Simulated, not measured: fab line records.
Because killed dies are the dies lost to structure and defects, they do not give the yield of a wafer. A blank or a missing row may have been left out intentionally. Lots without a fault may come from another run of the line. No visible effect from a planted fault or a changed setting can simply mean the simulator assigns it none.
fab line records    flow n5_finfet
record lots=10  wafers=29  last_day=17
route steps=1938 shown HKMG_FIN@399 BEOL_M4@1111 PASSIVATION@1936
lots with no fault: from the same line, run without faults
start_h: hours from the record's first day to the start of the lot's first wafer shown    wait_h: hours elapsed since this lot's preceding step    " identical to the entry in the row above    L1.1+2: a row that stands for several wafers    - value missing, or start not given    * or withheld: withheld    < > ~ a bound
route shown NAME@n: names a module that has steps shown in the file, with the first one's number in the route    usual: mean/standard deviation of fault-free wafers    same: alike in all rows    chamber/n: place in a boat    sites: readings site by site    _std_site: standard deviation of those values    _edge_site: mean of outer sites minus mean of inner sites    radius_mm: how far each site lies from the wafer's centre    mask NAME#n: copy n    behind: the last tool/chamber to shape the wafer    hold: the reason the lot was held/the length of the hold in hours/how it ended    device: the transistor (n, p or np) that didn't switch    end of line: tests of these same wafers at the route's end    a step with no rows: only its recipe    killed: dies that structure and defects cost at the first sort, which is not the same as the wafer's yield    map: a wafer's dies, x killed, . not, _ none there
set.NAME: the run value of the setting; set.NAME@STEP: its run value at that earlier step    model.NAME: the simulator's own value behind a step, which no gauge read
route steps across a sampled set of lots; one table per step, one row per wafer
services: a tool's chamber out of use, with start hour (start_h, from the record's first day; less than 0 if before it), hours out, and reason
## steps
# step N5_HKMG_FIN_OVL_MEAS_50
# recipe points_per_wafer=44
# usual NDIPOLE_OVL=0.3/0.67
lot.wafer  tool        chamber  start_h  wait_h  NDIPOLE_OVL[nm]
L439.1     overlay-01  0        71.67    0.0     1.3
L439.5     "           0        "        "       0.4
L439.6     "           0        "        "       0.4
L441.3     overlay-02  0        85.22    0.0     0.6
L441.5     "           0        "        "       0.7
L443.1     overlay-01  0        95.76    0.0     1.2
L443.3     "           0        "        "       0.6
L443.5     "           0        "        "       0.5
L447.1     overlay-02  0        120.98   0.0     0.6
L447.4     "           0        "        "       1.9
L447.5     "           0        "        "       1.4
L450.1     overlay-01  0        137.91   0.0     -1.3
L450.3     "           0        "        "       -0.1
L450.6     "           0        "        "       0.3
L451.1     overlay-01  0        147.82   0.0     0.7
L451.3     "           0        "        "       -0.4
L451.4     "           0        "        "       0.6
L457.1     overlay-01  0        180.02   0.0     0.6
L457.2     "           0        "        "       -0.2
L457.5     "           0        "        "       0.6
L459.3     overlay-01  0        195.37   0.0     0.6
L459.4     "           0        "        "       0.2
L459.5     "           0        "        "       1.5
L460.1     overlay-02  0        200.78   0.0     0.1
L460.4     "           0        "        "       1.1
L460.6     "           0        "        "       1.2
L462.1     overlay-02  0        214.96   0.0     1.7
L462.3     "           0        "        "       1.0
L462.6     "           0        "        "       0.7
# step N5_HKMG_FIN_STRIP_34
# recipe chemistry=CF4  resist=SiARC  power_w=300  bias_power_w=75  pressure_mtorr=50  cf4_flow_sccm=150  rf_frequency_hz=6e+07
# usual bias_power_w=75.03/0.22  cf4_flow_sccm=149.9/0.47  drypump_motor_current_A=5.5/0.41  oes_product_au=0.79/0.088  rf_vpp_V=271.1/1.7  showerhead_plenum_p_Torr=1.79/0.069  throttle_valve_pct=13.6/0.31
lot.wafer  tool         chamber  start_h  wait_h  bias_power_w  cf4_flow_sccm  drypump_motor_current_A  oes_product_au  rf_hours_counter_h  rf_vpp_V  showerhead_plenum_p_Torr  throttle_valve_pct
L439.1     rie_diel-05  3        75.70    0.0     74.37         150.9          6.3                      0.70            239                 271.6     1.78                      13.6
L439.5     "            3        "        "       74.86         150.5          6.3                      0.70            -                   270.5     1.78                      13.6
L439.6     "            1        "        "       74.92         150.1          5.5                      0.82            -                   269.9     1.76                      13.6
L441.3     rie_diel-05  3        89.52    0.0     75.04         149.8          6.3                      0.70            245                 272.5     1.77                      13.6
L441.5     "            3        "        "       74.57         150.2          6.3                      0.69            -                   270.9     1.77                      13.6
L443.1     rie_diel-01  2        99.84    0.0     75.61         149.6          5.9                      0.71            229                 270.4     1.70                      14.0
L443.3     "            0        "        "       74.75         150.5          5.8                      0.68            231                 273.6     1.84                      13.9
L443.5     "            0        "        "       74.72         150.4          5.8                      0.68            -                   272.7     1.84                      13.9
L447.1     rie_diel-01  2        125.25   0.0     75.00         149.9          5.9                      0.70            240                 269.1     1.70                      14.1
L447.4     "            3        "        "       74.83         149.1          5.6                      0.80            -                   271.9     1.80                      13.2
L447.5     "            2        "        "       74.98         150.5          5.9                      0.71            -                   268.2     1.70                      14.1
L450.1     rie_diel-01  2        141.82   0.0     -             -              -                        -               -                   -         -                         -
L450.3     "            3        "        "       -             -              -                        -               -                   -         -                         -
L450.6     "            3        "        "       -             -              -                        -               -                   -         -                         -
L451.1     rie_diel-03  2        151.69   0.0     -             -              -                        -               -                   -         -                         -
L451.3     "            0        "        "       -             -              -                        -               -                   -         -                         -
L451.4     "            3        "        "       -             -              -                        -               -                   -         -                         -
L457.1     rie_diel-03  3        184.54   0.0     75.08         150.0          5.4                      0.81            88                  273.4     1.88                      13.5
L457.2     "            1        "        "       75.11         150.6          5.0                      0.95            1                   273.9     1.91                      13.4
L457.5     "            0        "        "       75.33         150.5          5.5                      0.72            -                   268.5     1.71                      14.0
L459.3     rie_diel-03  3        199.16   0.0     75.11         150.1          5.4                      0.80            92                  274.6     1.87                      13.5
L459.4     "            0        "        "       75.48         150.1          5.5                      0.71            189                 269.6     1.71                      14.0
L459.5     "            1        "        "       74.66         149.5          5.0                      0.92            -                   274.5     1.91                      13.4
L460.1     rie_diel-01  2        204.39   0.0     74.95         149.9          5.9                      0.95            7                   271.7     1.91                      13.5
L460.4     "            0        "        "       75.20         149.8          5.8                      0.90            18                  272.1     1.83                      13.4
L460.6     "            3        "        "       74.85         150.7          5.6                      0.76            -                   270.4     1.79                      13.3
L462.1     rie_diel-01  3        218.75   0.0     75.17         150.0          5.6                      0.76            124                 271.0     1.79                      13.3
L462.3     "            0        "        "       74.98         149.6          5.8                      0.89            23                  271.9     1.83                      13.5
L462.6     "            0        "        "       75.09         149.4          5.8                      0.89            -                   271.1     1.83                      13.4
# step N5_HKMG_FIN_NWFM_ALD_20
# recipe material=TiAlC  target_thk_a=20  temp_c=300  ald_precursor_family=TiCl4  ald_co_reactant=TEA  pulse_time_s=3  purge_time_s=2  co_reactant_purge_time_s=2  co_reactant_pulse_time_s=10  ald_cycles=7  pressure_torr=3
# usual heater_power_w=506/86  precursor_pulse_height_rel=0.999/0.019
lot.wafer  tool          chamber  start_h  wait_h  heater_power_w  precursor_pulse_height_rel
L439.1     ald_metal-02  1        77.39    0.3     502             0.974
L439.5     "             1        "        "       502             0.989
L439.6     "             2        "        "       450             0.986
L441.3     ald_metal-04  0        91.20    0.1     368             0.996
L441.5     "             0        "        "       382             0.972
L443.1     ald_metal-02  0        101.54   0.3     539             0.987
L443.3     "             2        "        "       471             0.962
L443.5     "             0        "        "       528             1.026
L447.1     ald_metal-02  0        127.15   0.3     530             0.997
L447.4     "             3        "        "       465             1.023
L447.5     "             1        "        "       497             1.019
L450.1     ald_metal-04  1        143.49   0.3     565             1.000
L450.3     "             0        "        "       375             1.003
L450.6     "             1        "        "       567             1.006
L451.1     ald_metal-03  2        153.61   0.3     444             0.987
L451.3     "             1        "        "       639             1.012
L451.4     "             0        "        "       387             1.024
L457.1     ald_metal-03  3        186.21   0.3     538             0.992
L457.2     "             1        "        "       653             0.979
L457.5     "             2        "        "       439             1.015
L459.3     ald_metal-04  1        200.83   0.1     577             0.998
L459.4     "             0        "        "       371             1.019
L459.5     "             1        "        "       574             1.001
L460.1     ald_metal-04  1        206.06   0.3     590             1.006
L460.4     "             3        "        "       622             1.004
L460.6     "             1        "        "       568             1.023
L462.1     ald_metal-02  3        220.43   0.3     474             1.020
L462.3     "             1        "        "       510             0.964
L462.6     "             0        "        "       527             0.986
# step N5_HKMG_FIN_STRIP_69
# recipe chemistry=N2/H2  power_w=2500  temp_c=300  h2_frac=0.65  time_s=360  pressure_mtorr=withheld  n2_flow_sccm=1750  h2_flow_sccm=3250
# usual drypump_motor_current_A=5.3/0.37  h2_flow_sccm=3251/11  heater_power_w=490/42
lot.wafer  tool             chamber  start_h  wait_h  drypump_motor_current_A  h2_flow_sccm  heater_power_w  rf_hours_counter_h
L439.1     plasma_asher-02  0        78.20    0.1     4.8                      3234          525             87
L439.5     "                1        "        "       5.1                      3251          534             -
L439.6     "                0        "        "       4.9                      3256          510             -
L441.3     plasma_asher-01  0        92.14    0.2     5.7                      3270          477             -
L441.5     "                0        "        "       5.7                      3253          466             -
L443.1     plasma_asher-02  1        102.57   0.2     5.1                      3230          545             92
L443.3     "                1        "        "       5.1                      3247          532             -
L443.5     "                0        "        "       4.8                      3254          521             -
L447.1     plasma_asher-02  0        128.05   0.1     4.8                      3243          513             97
L447.4     "                1        "        "       5.2                      3235          542             -
L447.5     "                1        "        "       5.2                      3246          535             -
L450.1     plasma_asher-02  0        144.64   0.1     4.9                      3228          522             100
L450.3     "                0        "        "       4.8                      3228          529             -
L450.6     "                1        "        "       5.2                      3254          535             -
L451.1     plasma_asher-01  0        154.43   0.1     5.7                      3251          472             53
L451.3     "                0        "        "       5.7                      3246          461             -
L451.4     "                1        "        "       5.7                      3262          433             -
L457.1     plasma_asher-02  0        187.00   0.1     4.8                      3232          516             113
L457.2     "                1        "        "       5.1                      3264          545             113
L457.5     "                0        "        "       4.8                      3247          503             -
L459.3     plasma_asher-01  0        201.83   0.2     5.7                      3255          472             -
L459.4     "                1        "        "       5.7                      3262          430             -
L459.5     "                0        "        "       5.7                      3256          462             -
L460.1     plasma_asher-01  1        206.86   0.1     5.7                      3257          437             59
L460.4     "                1        "        "       5.7                      3272          424             -
L460.6     "                1        "        "       5.7                      3252          431             -
L462.1     plasma_asher-01  0        221.23   0.1     5.7                      3269          467             62
L462.3     "                1        "        "       5.7                      3256          437             -
L462.6     "                0        "        "       5.7                      3251          460             -
# step N5_BEOL_M4_RC_MEAS_101
# usual DIBL_N=37.5/2.5  DIBL_P=38/3.1  IOFF_N=0.19/0.059  IOFF_P=0.24/0.061  ION_N=679/16  ION_P=465/9.8  SS_N=72.0/0.8  SS_P=73.7/0.86  VT_N=248/4.5  VT_P=-249/3.5
lot.wafer  tool       chamber  start_h  wait_h  DIBL_N[mV/V]  DIBL_P[mV/V]  IOFF_N[nA/um]  IOFF_P[nA/um]  ION_N[uA/um]  ION_P[uA/um]  SS_N[mV/dec]  SS_P[mV/dec]  VT_N[mV]  VT_P[mV]
L439.1     prober-02  0        163.35   0.0     34.1          36            0.12           0.20           659           459           70.6          72.8          254       -249
L439.5     "          0        "        "       37.8          37            0.18           0.22           678           466           72.3          73.5          251       -250
L439.6     "          0        "        "       39.7          40            0.23           0.27           679           459           72.7          74.2          248       -245
L441.3     prober-02  0        179.86   0.3     37.4          40            0.18           0.24           675           466           71.5          73.8          248       -248
L441.5     "          0        "        "       35.7          38            0.14           0.19           666           463           71.5          73.9          254       -252
L443.1     prober-02  0        188.58   0.0     37.5          38            0.19           0.24           679           463           71.3          73.4          249       -248
L443.3     "          0        "        "       41.0          43            0.31           0.37           711           480           72.8          75.0          238       -242
L443.5     "          0        "        "       37.7          38            0.18           0.25           683           469           72.1          73.4          248       -247
L447.1     prober-01  0        237.18   0.1     34.4          35            0.10           0.16           657           453           70.8          73.2          260       -253
L447.4     "          0        "        "       38.7          39            0.18           0.24           673           467           71.8          74.1          247       -249
L447.5     "          0        "        "       37.1          37            0.14           0.20           651           452           71.5          73.1          252       -251
L457.1     prober-02  0        284.19   0.0     34.5          35            0.14           0.21           668           462           70.9          73.5          249       -249
L457.2     "          0        "        "       36.0          35            0.14           0.20           668           459           71.2          73.8          251       -250
L457.5     "          0        "        "       39.9          40            0.24           0.28           696           475           71.8          74.1          244       -246
L460.1     prober-01  0        310.43   0.0     38.6          42            0.21           0.29           685           475           72.0          74.4          247       -249
L460.4     "          0        "        "       39.0          39            0.20           0.23           676           455           71.8          74.7          247       -251
L460.6     "          0        "        "       39.9          41            0.23           0.26           687           466           72.2          74.6          245       -249
L459.3     prober-02  0        310.66   0.3     40.5          38            0.23           0.26           684           465           72.7          73.8          246       -249
L459.4     "          0        "        "       38.6          36            0.17           0.22           662           460           73.0          73.4          250       -249
L459.5     "          0        "        "       39.9          38            0.21           0.25           687           466           71.8          74.0          250       -248
L462.1     prober-02  0        317.13   0.0     36.5          37            0.18           0.22           681           462           72.6          73.0          250       -249
L462.3     "          0        "        "       36.5          39            0.19           0.27           690           476           72.7          74.0          247       -247
L462.6     "          0        "        "       36.0          37            0.15           0.20           677           461           72.3          73.7          253       -253
# step N5_PASSIVATION_PROBE_49
# usual defect_limited_yield=91.0/1.4  killed_at_M0_to_M3=35/10  killed_at_M4_up=14/5.5  killed_at_contacts=13/5.6  killed_at_front_end=41/11  killed_at_other=4/3.4  killed_dies=106/16  killed_on_rim=13/4  killed_open=68/12  killed_short=35/7.3  sort_bin_4_leakage=0.3/2.1  sort_bin_5_function=5.3/0.89  sort_bin_6_memory=3.4/0.67  sort_n_pass=1070/28  sort_yield_pct=90.7/2.4
# same gross_dies=1180  killed_at_back_side=0  sort_bin_8_speed[%]=0
lot.wafer  tool       chamber  start_h  wait_h  defect_limited_yield[%]  killed_at_M0_to_M3  killed_at_M4_up  killed_at_contacts  killed_at_front_end  killed_at_other  killed_dies  killed_on_rim  killed_open  killed_short  sort_bin_4_leakage[%]  sort_bin_5_function[%]  sort_bin_6_memory[%]  sort_n_pass  sort_yield_pct[%]
L450.1     prober-02  -        355.28   0.0     0                        40                  18               10                  1105                 7                1180         152            88           36            0                      94.6                    5.2                   0            0
L450.3     prober-02  -        355.38   0.1     0                        35                  19               14                  1105                 7                1180         152            80           37            0                      95.9                    3.4                   0            0
L450.6     prober-02  -        355.53   0.3     0                        34                  14               8                   1123                 1                1180         152            52           20            0                      96.5                    3.1                   0            0
L451.1     prober-02  -        376.48   0.0     0                        42                  8                6                   1123                 1                1180         152            77           27            0                      96.0                    3.8                   0            0
L451.3     prober-02  -        376.58   0.1     0                        20                  8                18                  1131                 3                1180         152            56           14            0                      97.5                    2.3                   0            0
L451.4     prober-02  -        376.63   0.2     0                        32                  8                11                  1129                 0                1180         152            62           29            0                      96.9                    3.0                   0            0
# killed by level:class
L450.1 HKMG_FIN:area_ald=1056 STI_FIN_REVEAL:geometric_particle:open=16 BEOL_M2:geometric_particle:open=10 MOL_CONTACT_COAG:geometric_particle:open=9 FIN_SAQP:geometric_particle:open=8 BEOL_M3:geometric_particle:open=8 BEOL_M4:geometric_particle:open=7 FIN_SAQP:geometric_particle:short=5
L450.3 HKMG_FIN:area_ald=1062 STI_FIN_REVEAL:geometric_particle:open=12 MOL_CONTACT_COAG:geometric_particle:open=11 BEOL_M4:geometric_particle:open=8 FIN_SAQP:geometric_particle:open=7 FIN_SAQP:geometric_particle:short=7 BEOL_M5:geometric_particle:open=7 BEOL_M3:geometric_particle:open=6
L450.6 HKMG_FIN:area_ald=1105 BEOL_M1:geometric_particle:open=9 MOL_CONTACT_COAG:geometric_particle:open=7 BEOL_M3:geometric_particle:open=7 BEOL_M0_SAQP:geometric_particle:open=6 BEOL_M8:geometric_particle:open=5 FIN_SAQP:geometric_particle:short=3 DUMMY_GATE:geometric_particle:open=3
L451.1 HKMG_FIN:area_ald=1076 STI_FIN_REVEAL:geometric_particle:open=19 BEOL_M3:geometric_particle:open=12 BEOL_M2:geometric_particle:open=11 BEOL_M1:geometric_particle:open=8 MOL_CONTACT_COAG:geometric_particle:open=5 STI_FIN_REVEAL:geometric_particle:short=4 GATE_CUT:geometric_particle:short=4
L451.3 HKMG_FIN:area_ald=1109 MOL_CONTACT_COAG:geometric_particle:open=16 STI_FIN_REVEAL:geometric_particle:open=7 BEOL_M1:geometric_particle:open=5 BEOL_M0_SAQP:geometric_particle:open=4 BEOL_M0:geometric_particle:open=4 BEOL_M3:geometric_particle:open=4 FIN_SAQP:geometric_particle:open=3
L451.4 HKMG_FIN:area_ald=1089 BEOL_M1:geometric_particle:open=15 FIN_SAQP:geometric_particle:open=14 FIN_SAQP:geometric_particle:short=10 MOL_CONTACT_COAG:geometric_particle:open=7 BEOL_M0_SAQP:geometric_particle:short=7 STI_FIN_REVEAL:geometric_particle:open=5 MOL_CONTACT_COAG:geometric_particle:short=4
## services
tool             chamber  start_h  hours  kind
rie_diel-03      -        57.49    2.8    pm
rie_diel-05      2        79.97    7.6    repair
ald_metal-03     0        83.19    60.3   repair
plasma_asher-02  -        84.72    2.5    repair
ald_metal-03     -        88.17    0.3    repair
rie_diel-01      3        91.95    1.8    repair
rie_diel-03      3        102.94   20.2   repair
rie_diel-03      2        110.03   1.3    repair
rie_diel-03      -        114.49   14.6   pm
rie_diel-01      3        120.80   2.2    repair
rie_diel-01      1        123.00   5.2    repair
ald_metal-02     -        137.72   6.0    pm
rie_diel-01      0        141.30   -      clean
rie_diel-01      0        141.30   -      consumable_replace:focus_ring
rie_diel-01      0        141.30   18.6   scheduled_down
rie_diel-01      0        141.30   18.6   vent_cycle
rie_diel-01      2        159.92   -      clean
rie_diel-01      2        159.92   -      consumable_replace:focus_ring
rie_diel-01      2        159.92   -      consumable_replace:showerhead
rie_diel-01      2        159.92   23.7   scheduled_down
plasma_asher-01  -        167.89   10.1   repair
rie_diel-03      0        167.94   1.8    repair
ald_metal-04     0        168.96   11.9   repair
plasma_asher-02  -        204.30   0.7    repair
## key
first_sign step=N5_HKMG_FIN_STRIP_34  reading=tool_record  direction=missing
effect step=N5_PASSIVATION_PROBE_49  reading=sort_bin_5_function  direction=up  sigmas=99+  usual=5.3  struck=96.2
more_kills_born_at N5_HKMG_FIN_ALD_91@ald_metal-03=3274  N5_HKMG_FIN_ALD_91@ald_metal-04=3223
met_at N5_HKMG_FIN_STRIP_34
struck_lots L450,L451
later_rows_left_out L450.1,L450.3,L450.6,L451.1,L451.3,L451.4
not_acting_at N5_HKMG_FIN_OVL_MEAS_50,N5_HKMG_FIN_NWFM_ALD_20,N5_HKMG_FIN_STRIP_69
onset_between 125.25 141.82
fault kind=skipped_step_whole  tool=rie_diel-01,rie_diel-03  chamber=-  onset_h=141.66  steps=N5_HKMG_FIN_STRIP_34  scope=struck_lots_only
# later_rows_left_out: the simulator's readings of these wafers behind a module that went badly wrong aren't trusted and aren't shown, but for the sort
